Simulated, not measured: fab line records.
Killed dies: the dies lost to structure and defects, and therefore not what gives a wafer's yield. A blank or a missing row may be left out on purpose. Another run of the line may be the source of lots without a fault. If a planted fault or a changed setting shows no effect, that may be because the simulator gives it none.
Chamber matching    flow n5 finfet    N5_HKMG_FIN_ALD_71 on ald metal-03 has 4 sister chambers
The step deposits TiN, target thk 1 nm, pulse time 1 s, purge time 3 s. 18 wafers are shown with their chamber, then 9 later ones without.

## WAFERS PAIRED WITH THEIR CHAMBERS
wafer   chamber  heater power w (W)  precursor pulse height rel
L076.3  0        760                 1.030
L076.5  0        774                 1.020
L076.6  1        816                 0.992
L078.3  3        781                 0.981
L078.5  0        775                 0.998
L078.6  1        821                 1.004
L082.4  2        875                 1.016
L082.5  3        784                 1.018
L082.6  0        757                 0.988
L084.1  3        784                 1.025
L084.4  2        892                 0.996
L084.6  3        785                 0.987
L086.1  0        786                 1.024
L086.2  3        763                 0.992
L086.3  2        905                 1.023
L094.3  2        897                 1.033
L094.4  1        865                 1.017
L094.5  1        811                 0.994

SIGNATURES (means of the wafers above)
reading                     chamber 0  chamber 1  chamber 2  chamber 3  scatter within a chamber
heater power w              770.40     828.25     892.25     779.40     15.2
precursor pulse height rel  1.01200    1.00175    1.01700    1.00060    0.0168
Rule: distance of a wafer from a chamber = root of the sum over the readings of ((wafer's reading minus chamber's mean) / reading's scatter) squared. If the next closest chamber is less than 2 further off than the closest, the wafer can't be placed; otherwise it belongs to the closest. The scatter: take each reading less its chamber's mean, square it, sum over the shown wafers, divide by the number of wafers less the number of chambers, and take the root.

## WAFERS WITHOUT THEIR CHAMBER
wafer   heater power w (W)  precursor pulse height rel
L095.2  819                 1.005
L095.3  778                 1.052
L095.5  761                 0.962
L096.1  892                 0.996
L096.2  836                 0.974
L096.3  755                 1.013
L096.4  796                 1.022
L096.5  775                 1.017
L096.6  894                 0.999

## WHICH CHAMBER EACH WENT THROUGH
wafer   from the rows above           in truth
L095.2  can't be placed: 1 or 3       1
L095.3  can't be placed: 0 or 3       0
L095.5  can't be placed: 3 or 0       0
L096.1  2                             2
L096.2  1                             1
L096.3  can't be placed: 0 or 3       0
L096.4  can't be placed: 3 or 0 or 1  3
L096.5  can't be placed: 0 or 3       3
L096.6  2                             2
3 of 9 placed correctly. Cannot be placed on the basis of these rows: 6; the candidates contain the true chamber in 6. Placed wrongly: 0.
